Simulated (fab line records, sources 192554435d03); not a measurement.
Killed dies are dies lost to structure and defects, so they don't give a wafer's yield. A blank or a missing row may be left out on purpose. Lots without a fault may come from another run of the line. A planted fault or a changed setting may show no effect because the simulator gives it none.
Which tool did it? | flow n5_finfet | 11 lots, 33 wafers sampled, at 3 steps of a route of 1938

WHAT THE GAUGES READ, wafer by wafer
N5_BEOL_M7_CD_MEAS_11: target cd 38.5 nm.
lot  | measured     | on        | cd_nm (nm)
L165 | day 10 01:54 | cd_sem-03 | 38.0 38.1 38.5
L166 | day 10 09:34 | cd_sem-01 | 37.7 38.0 38.2
L168 | day 10 22:19 | cd_sem-02 | 38.1 37.8 38.2
L167 | day 10 22:32 | cd_sem-01 | 38.4 37.8 38.8
L169 | day 11 04:52 | cd_sem-03 | 38.9 38.6 38.2
L173 | day 12 00:02 | cd_sem-03 | 38.8 38.3 39.0
L176 | day 13 09:46 | cd_sem-01 | 37.7 38.1 38.0
L178 | day 13 11:20 | cd_sem-02 | 38.0 38.0 38.0
L183 | day 14 22:08 | cd_sem-03 | 38.1 37.8 38.5
L181 | day 14 22:21 | cd_sem-01 | 38.1 38.0 38.3
L182 | day 14 22:31 | cd_sem-01 | 37.9 38.8 38.9

WHICH TOOL RAN EACH LOT (tool, then ch and the chambers of the sampled wafers, then the start)
lot  | N5_BEOL_M6_SPUTTER_48        | N5_BEOL_M6_DEP_56
L165 | pvd_sputter-02, day 9 22:37  | pecvd-02 ch 0,2, day 9 23:29
L166 | pvd_sputter-02, day 10 06:01 | pecvd-01 ch 1,2, day 10 07:05
L168 | pvd_sputter-02, day 10 18:41 | pecvd-04 ch 0,2, day 10 19:33
L167 | pvd_sputter-03, day 10 18:51 | pecvd-01 ch 0,1, day 10 19:50
L169 | pvd_sputter-02, day 11 01:16 | pecvd-01 ch 0,1,2, day 11 02:11
L173 | pvd_sputter-03, day 11 21:28 | pecvd-04 ch 0,1, day 11 22:25
L176 | pvd_sputter-02, day 13 05:03 | pecvd-01 ch 0,2, day 13 06:07
L178 | pvd_sputter-03, day 13 08:56 | pecvd-04 ch 1,2, day 13 09:49
L183 | pvd_sputter-02, day 14 18:38 | pecvd-01 ch 1,2, day 14 19:33
L181 | pvd_sputter-03, day 14 18:39 | pecvd-04 ch 0,1,2, day 14 19:47
L182 | pvd_sputter-02, day 14 18:50 | pecvd-02 ch 0,2, day 14 19:55
- N5_BEOL_M6_SPUTTER_48: material Cu, target thk 10 nm, time 1.667 s.
- N5_BEOL_M6_DEP_56: deposits SiCN from 3MS/NH3, target thk 10 nm, time 17.5 s.

THE ANSWER, worked out from the rows above alone
Rule: what is usual is taken from the lots themselves. Put in order of their means at a reading, lots are off if they are a third of the lots or fewer, leave a main group of 4 or more, and stand apart from it by a gap of 3 or more times the standard deviation of the main group's means; of several such gaps the widest counts. A main group whose means are all the same, to the digits that the tables above print for the reading, isn't used. A lot without any number at a reading at which 4 lots or more have one is off too. The other lots that the step has rows for count as sound.
No lot is off at any reading shown: from this, nothing can be told.

WHAT THE SIMULATOR HAD PUT IN
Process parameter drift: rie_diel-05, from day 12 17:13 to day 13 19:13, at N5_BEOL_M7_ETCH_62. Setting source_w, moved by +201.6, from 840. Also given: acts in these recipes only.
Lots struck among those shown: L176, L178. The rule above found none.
